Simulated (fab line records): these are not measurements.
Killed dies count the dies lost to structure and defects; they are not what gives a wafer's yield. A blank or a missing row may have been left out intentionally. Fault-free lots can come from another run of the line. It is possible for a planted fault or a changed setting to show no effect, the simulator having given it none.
The same fault as seen by 2 desks	flow n5Finfet	each desk has only its own numbers; what lay behind them comes last

## AT THE TOOL OWNER'S DESK: lithoTrack-02
The tool's own readings at N5_BEOL_M0_SAQP_COAT_69 (time 60 s, resist thk 90 nm): means of the sampled wafers that have a number, for each lot that ran on this tool. A lot is out of limits, marked OUT, if its mean lies more than 4 standard deviations from the usual mean; the brackets give that distance.
Columns: A = heaterPowerTotalW at N5_BEOL_M0_SAQP_COAT_69, usual 500.3 W; B = plateTempC at N5_BEOL_M0_SAQP_COAT_69, usual 250.00 C; C = spinSpeedRpm at N5_BEOL_M0_SAQP_COAT_69, usual 1499.9 rpm
lot	first seen here	A	B	C
L386	day 8 12:31	501.4	250.22	1499.8
L391	day 9 15:35	500.7	249.92	1299.0 (-99 or more) OUT
L393	day 10 01:58	500.3	250.02	1298.6 (-99 or more) OUT
This desk's finding: out of limits on L391, L393; first on L391, day 9 15:35 (spinSpeedRpm at N5_BEOL_M0_SAQP_COAT_69). L386: within limits.

## AT THE METROLOGY DESK
What the gauges read for every lot (on any tool): the sampled wafers with a number, averaged. A lot is out of limits, marked OUT, if its mean lies more than 4 standard deviations from the usual mean; the brackets give that distance. Of its 10 readings 7 are shown: those that lie furthest out on some lot.
Columns: A = DIBL_N at N5_BEOL_M4_RC_MEAS_101, usual 36.3 mV/V; B = DIBL_P at N5_BEOL_M4_RC_MEAS_101, usual 36.4 mV/V; C = IOFF_N at N5_BEOL_M4_RC_MEAS_101, usual 0.16 nA/um; D = IOFF_P at N5_BEOL_M4_RC_MEAS_101, usual 0.22 nA/um; E = ION_P at N5_BEOL_M4_RC_MEAS_101, usual 463 uA/um; F = VT_N at N5_BEOL_M4_RC_MEAS_101, usual 250 mV; G = VT_P at N5_BEOL_M4_RC_MEAS_101, usual -250 mV
lot	first seen here	A	B	C	D	E	F	G
L386	day 12 23:09	34.7	33.9	0.14	0.21	463	251	-248
L391	day 13 22:15	35.0	33.7	0.14	0.19	463	250	-253
L394	day 14 05:03	36.1	35.2	0.13	0.16	455	253	-256
L393	day 14 11:38	36.6	37.1	0.16	0.23	467	248	-247
This desk found nothing out of limits on any of the 4 lots.

## TAKEN TOGETHER
The tool owner's desk could have raised an alarm at day 9 15:35, on L391, L393.
Nothing out of limits was seen by the metrology desk.
The metrology desk holds a record of L391, L393, inside its limits.
Of the lots named, all ran N5_BEOL_M0_SAQP_COAT_69 on lithoTrack-02.

## WHAT THE SIMULATOR HAD PUT IN
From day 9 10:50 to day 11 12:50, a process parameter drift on lithoTrack-02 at N5_BEOL_M0_SAQP_COAT_69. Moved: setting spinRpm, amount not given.
Struck lots among those shown: L391, L393.
Delay in hours, fault start to first out-of-limits reading, by desk: the tool owner's desk at 5.
